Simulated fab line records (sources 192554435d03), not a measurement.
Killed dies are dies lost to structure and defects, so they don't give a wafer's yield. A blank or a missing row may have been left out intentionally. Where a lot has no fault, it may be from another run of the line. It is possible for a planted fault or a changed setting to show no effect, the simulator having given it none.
Split-lot trial + flow n5-finfet + route with 1938 steps; 7 lots, 21 wafers read

== ON THE SPLIT ==
At N5_BEOL_M5_ETCH_68 (etches SOC in N2/H2, target depth 80 nm, overetch 16 nm, time 120 s), the setting time-s was moved away from the recipe's 120 s on 6 of the 21 wafers read, by -11.4% to +18.3%. The other wafers ran this setting at the recipe's value.

The reading comes from the split's own step.

== THE READING ==
SiARC_of_BEOL_M5_COAT_66.thk-nm (the simulator's own value, which no gauge read), in nm, at N5_BEOL_M5_ETCH_68 (etches SOC in N2/H2, target depth 80 nm, overetch 16 nm, time 120 s). The file gives no usual value for it. Here, 15 wafers ran the recipe; their average is 6.4 nm with a standard deviation of 0.12 nm.

| wafer  | tool, chamber at the split | time-s as run, s | against the recipe | SiARC_of_BEOL_M5_COAT_66.thk-nm, nm | against lot-mates on the recipe |
|--------|----------------------------|------------------|--------------------|-------------------------------------|---------------------------------|
| L077.1 | rie-diel-01, 0             | 120              | recipe             | 6.6                                 | -                               |
| L077.2 | rie-diel-01, 1             | 120              | recipe             | 6.4                                 | -                               |
| L077.4 | rie-diel-01, 2             | 120              | recipe             | 6.2                                 | -                               |
| L082.1 | rie-diel-02, 3             | 106.3            | -11.4%             | 7.4                                 | +1.0                            |
| L082.4 | rie-diel-02, 1             | 106.3            | -11.4%             | 7                                   | +0.6                            |
| L082.5 | rie-diel-02, 2             | 120              | recipe             | 6.4                                 | -                               |
| L085.1 | rie-diel-02, 3             | 139.3            | +16.1%             | 5.8                                 | -0.7                            |
| L085.3 | rie-diel-02, 1             | 120              | recipe             | 6.4                                 | -                               |
| L085.4 | rie-diel-02, 0             | 120              | recipe             | 6.6                                 | -                               |
| L086.2 | rie-diel-01, 3             | 142              | +18.3%             | 5                                   | -1.4                            |
| L086.5 | rie-diel-01, 0             | 120              | recipe             | 6.4                                 | -                               |
| L086.6 | rie-diel-01, 1             | 142              | +18.3%             | 5.4                                 | -1.0                            |
| L089.1 | rie-diel-01, 3             | 120              | recipe             | 6.2                                 | -                               |
| L089.3 | rie-diel-01, 0             | 120              | recipe             | 6.4                                 | -                               |
| L089.4 | rie-diel-01, 1             | 120              | recipe             | 6.6                                 | -                               |
| L092.2 | rie-diel-02, 1,1,2         | 120              | recipe             | 6.4                                 | -                               |
| L092.4 | rie-diel-02, 1,1,2         | 120              | recipe             | 6.4                                 | -                               |
| L092.6 | rie-diel-02, 1,1,2         | 120              | recipe             | 6.4                                 | -                               |
| L094.3 | rie-diel-04, 2             | 129.9            | +8.3%              | 6                                   | -0.5                            |
| L094.5 | rie-diel-04, 0             | 120              | recipe             | 6.6                                 | -                               |
| L094.6 | rie-diel-04, 1             | 120              | recipe             | 6.4                                 | -                               |
When a row names more than one chamber, that row covers several wafers, and the file does not tell which wafer ran in which chamber.

FIT RESULTS
A straight line over all 21 wafers: SiARC_of_BEOL_M5_COAT_66.thk-nm changes by -0.0611 nm for each +1% of time-s; r = -0.94; the points scatter about the line by 0.17 nm.
The same after taking each lot's own level away (the mean of its wafers on the recipe; 21 wafers): -0.0622 nm for each +1%; r = -0.95; scatter 0.16 nm.
On that fit, the largest move of time-s shifts the reading by 1.1 nm.
From 6.40 to 6.50 nm: that is the span of the lots' own levels, equal to 0.8 times the standard deviation above.
So the lot-to-lot level changes the slope little: the two slopes agree.
Check: -1.02 nm against its lot-mates is what the line predicts for one of the wafers moved furthest among these (+18.3%) when that wafer is left out of the fit. Against them it came out at -1.4 nm.

== ADDITIONAL SPLITS CARRIED BY THESE WAFERS ==
These wafers also went through other splits before the reading. Each is held against what the fit with the lots' levels taken away leaves over:
| other split on the same wafers   | wafers away from the commonest value | r with SiARC_of_BEOL_M5_COAT_66.thk-nm (lot level and that fit taken away) |
|----------------------------------|--------------------------------------|----------------------------------------------------------------------------|
| N5_BEOL_M4_EXPOSE_08 dose-mj     | 8                                    | -0.22                                                                      |
| N5_BEOL_M4_VIA_ETCH_34 source-w  | 8                                    | -0.15                                                                      |
| N5_BEOL_M4_TRENCH_ETCH_37 bias-w | 8                                    | +0.27                                                                      |

== FILE'S OWN FIT ==
SiARC_of_BEOL_M5_COAT_66.thk-nm changes by -0.0586 nm for each +1% of time-s, r = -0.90.
